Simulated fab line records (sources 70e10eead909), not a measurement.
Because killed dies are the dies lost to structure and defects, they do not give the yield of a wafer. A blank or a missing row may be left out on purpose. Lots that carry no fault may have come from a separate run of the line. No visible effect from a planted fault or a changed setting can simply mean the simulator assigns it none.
Which tool is to blame? || flow nandHarc || 24 lots, 72 wafers sampled, at 2 steps of a route of 1159

== WHAT THE GAUGES SHOWED, per wafer ==
NHARC_P_STI_CD_MEAS_09: target cd 200 nm.
{"lot": "L075", "measured": "day 2 14:40", "on": "cdSem-02", "cdNm (nm)": "200.5 198.3 199.0"}
{"lot": "L074", "measured": "day 2 14:50", "on": "cdSem-01", "cdNm (nm)": "204.1 201.2 205.6"}
{"lot": "L076", "measured": "day 3 04:29", "on": "cdSem-01", "cdNm (nm)": "197.9 202.5 200.6"}
{"lot": "L077", "measured": "day 3 04:40", "on": "cdSem-01", "cdNm (nm)": "201.2 202.3 198.9"}
{"lot": "L079", "measured": "day 3 14:34", "on": "cdSem-01", "cdNm (nm)": "200.9 202.9 202.8"}
{"lot": "L078", "measured": "day 3 14:44", "on": "cdSem-01", "cdNm (nm)": "200.9 202.9 200.5"}
{"lot": "L080", "measured": "day 4 00:34", "on": "cdSem-01", "cdNm (nm)": "202.1 203.0 203.8"}
{"lot": "L081", "measured": "day 4 04:58", "on": "cdSem-03", "cdNm (nm)": "203.4 201.0 202.5"}
{"lot": "L082", "measured": "day 4 10:55", "on": "cdSem-01", "cdNm (nm)": "197.6 200.5 197.6"}
{"lot": "L083", "measured": "day 4 16:47", "on": "cdSem-01", "cdNm (nm)": "200.0 203.2 202.4"}
{"lot": "L084", "measured": "day 4 23:26", "on": "cdSem-02", "cdNm (nm)": "199.8 198.5 199.7"}
{"lot": "L085", "measured": "day 5 05:42", "on": "cdSem-01", "cdNm (nm)": "197.2 198.3 198.9"}
{"lot": "L086", "measured": "day 5 10:56", "on": "cdSem-01", "cdNm (nm)": "203.9 200.2 201.6"}
{"lot": "L087", "measured": "day 5 20:41", "on": "cdSem-02", "cdNm (nm)": "200.7 203.6 198.6"}
{"lot": "L088", "measured": "day 6 01:35", "on": "cdSem-01", "cdNm (nm)": "196.8 199.0 199.2"}
{"lot": "L089", "measured": "day 6 01:45", "on": "cdSem-03", "cdNm (nm)": "202.0 201.7 201.9"}
{"lot": "L090", "measured": "day 6 10:41", "on": "cdSem-03", "cdNm (nm)": "201.1 204.9 202.3"}
{"lot": "L091", "measured": "day 6 18:08", "on": "cdSem-01", "cdNm (nm)": "202.3 200.8 201.0"}
{"lot": "L092", "measured": "day 6 22:51", "on": "cdSem-01", "cdNm (nm)": "202.5 202.3 198.9"}
{"lot": "L093", "measured": "day 7 05:10", "on": "cdSem-01", "cdNm (nm)": "204.1 204.0 202.5"}
{"lot": "L094", "measured": "day 7 10:44", "on": "cdSem-02", "cdNm (nm)": "201.1 198.1 199.4"}
{"lot": "L096", "measured": "day 7 19:41", "on": "cdSem-01", "cdNm (nm)": "200.5 198.9 204.4"}
{"lot": "L095", "measured": "day 7 19:42", "on": "cdSem-03", "cdNm (nm)": "202.8 203.2 202.9"}
{"lot": "L097", "measured": "day 8 07:37", "on": "cdSem-01", "cdNm (nm)": "199.7 200.7 202.6"}

NHARC_P_STI_OVL_MEAS_10.
{"lot": "L075", "measured": "day 2 14:45", "on": "overlay-01", "overlayXNm (nm)": "2 3 3", "overlayYNm (nm)": "-1 -1 -1"}
{"lot": "L074", "measured": "day 2 14:55", "on": "overlay-02", "overlayXNm (nm)": "4 5 5", "overlayYNm (nm)": "0 0 0"}
{"lot": "L076", "measured": "day 3 04:35", "on": "overlay-02", "overlayXNm (nm)": "-4 -3 -4", "overlayYNm (nm)": "-4 -5 -4"}
{"lot": "L077", "measured": "day 3 04:44", "on": "overlay-02", "overlayXNm (nm)": "6 5 5", "overlayYNm (nm)": "-1 0 -1"}
{"lot": "L079", "measured": "day 3 14:39", "on": "overlay-01", "overlayXNm (nm)": "1 0 2", "overlayYNm (nm)": "6 5 5"}
{"lot": "L078", "measured": "day 3 14:49", "on": "overlay-02", "overlayXNm (nm)": "-2 -1 -2", "overlayYNm (nm)": "11 11 11"}
{"lot": "L080", "measured": "day 4 00:40", "on": "overlay-01", "overlayXNm (nm)": "-4 -4 -4", "overlayYNm (nm)": "-2 -2 -2"}
{"lot": "L081", "measured": "day 4 05:04", "on": "overlay-02", "overlayXNm (nm)": "-4 -4 -4", "overlayYNm (nm)": "-1 -1 -2"}
{"lot": "L082", "measured": "day 4 11:00", "on": "overlay-01", "overlayXNm (nm)": "-17 -17 -17", "overlayYNm (nm)": "1 0 0"}
{"lot": "L083", "measured": "day 4 16:53", "on": "overlay-02", "overlayXNm (nm)": "-5 -5 -5", "overlayYNm (nm)": "7 6 7"}
{"lot": "L084", "measured": "day 4 23:31", "on": "overlay-01", "overlayXNm (nm)": "6 6 5", "overlayYNm (nm)": "0 1 1"}
{"lot": "L085", "measured": "day 5 05:47", "on": "overlay-01", "overlayXNm (nm)": "-7 -7 -7", "overlayYNm (nm)": "1 1 2"}
{"lot": "L086", "measured": "day 5 11:01", "on": "overlay-01", "overlayXNm (nm)": "-6 -5 -5", "overlayYNm (nm)": "-3 -3 -3"}
{"lot": "L087", "measured": "day 5 20:46", "on": "overlay-01", "overlayXNm (nm)": "10 10 10", "overlayYNm (nm)": "-1 -1 -1"}
{"lot": "L088", "measured": "day 6 01:41", "on": "overlay-02", "overlayXNm (nm)": "7 7 6", "overlayYNm (nm)": "5 6 5"}
{"lot": "L089", "measured": "day 6 01:50", "on": "overlay-02", "overlayXNm (nm)": "-2 -1 -1", "overlayYNm (nm)": "-5 -5 -5"}
{"lot": "L090", "measured": "day 6 10:47", "on": "overlay-01", "overlayXNm (nm)": "-9 -10 -10", "overlayYNm (nm)": "-4 -3 -3"}
{"lot": "L091", "measured": "day 6 18:14", "on": "overlay-01", "overlayXNm (nm)": "-10 -10 -10", "overlayYNm (nm)": "4 4 4"}
{"lot": "L092", "measured": "day 6 22:56", "on": "overlay-02", "overlayXNm (nm)": "-5 -5 -5", "overlayYNm (nm)": "-3 -3 -3"}
{"lot": "L093", "measured": "day 7 05:15", "on": "overlay-02", "overlayXNm (nm)": "-2 -2 -2", "overlayYNm (nm)": "3 3 3"}
{"lot": "L094", "measured": "day 7 10:49", "on": "overlay-01", "overlayXNm (nm)": "7 8 8", "overlayYNm (nm)": "0 1 0"}
{"lot": "L096", "measured": "day 7 19:46", "on": "overlay-01", "overlayXNm (nm)": "-2 -3 -2", "overlayYNm (nm)": "7 8 7"}
{"lot": "L095", "measured": "day 7 19:47", "on": "overlay-02", "overlayXNm (nm)": "-4 -4 -3", "overlayYNm (nm)": "-4 -5 -4"}
{"lot": "L097", "measured": "day 8 07:41", "on": "overlay-02", "overlayXNm (nm)": "7 7 7", "overlayYNm (nm)": "-5 -6 -5"}

== EACH LOT AND THE TOOL THAT RAN IT (in order: tool; ch and the chambers of the sampled wafers; start) ==
There is no process step in the record ahead of these readings.

== WHAT THE TOOLS THEMSELVES READ (means of the sampled wafers that have a number; where no wafer has one, the mark that the record gives instead) ==
The record holds no such reading with a usual standard deviation.

== THE ANSWER, worked out from the rows above alone ==
Rule: what is usual is taken from the lots themselves. Put in order of their means at a reading, lots are off if they are a third of the lots or fewer, leave a main group of 4 or more, and stand apart from it by a gap of 3 or more times the standard deviation of the main group's means; of several such gaps the widest counts. If all means in a main group match to the digits the tables above print for the reading, that group is not used. A lot without any number at a reading at which 4 lots or more have one is off too. The other lots that the step has rows for count as sound. Order of review: gauges by route order, followed by the tools' own readings, for which a lot's mean as printed above is used. At the first step where some lot is off, the reading lying furthest off is the one used; lots without a number count as furthest.
Nothing can be told from this: no lot is off at any reading shown.

== WHAT HAD BEEN PUT IN BY THE SIMULATOR ==
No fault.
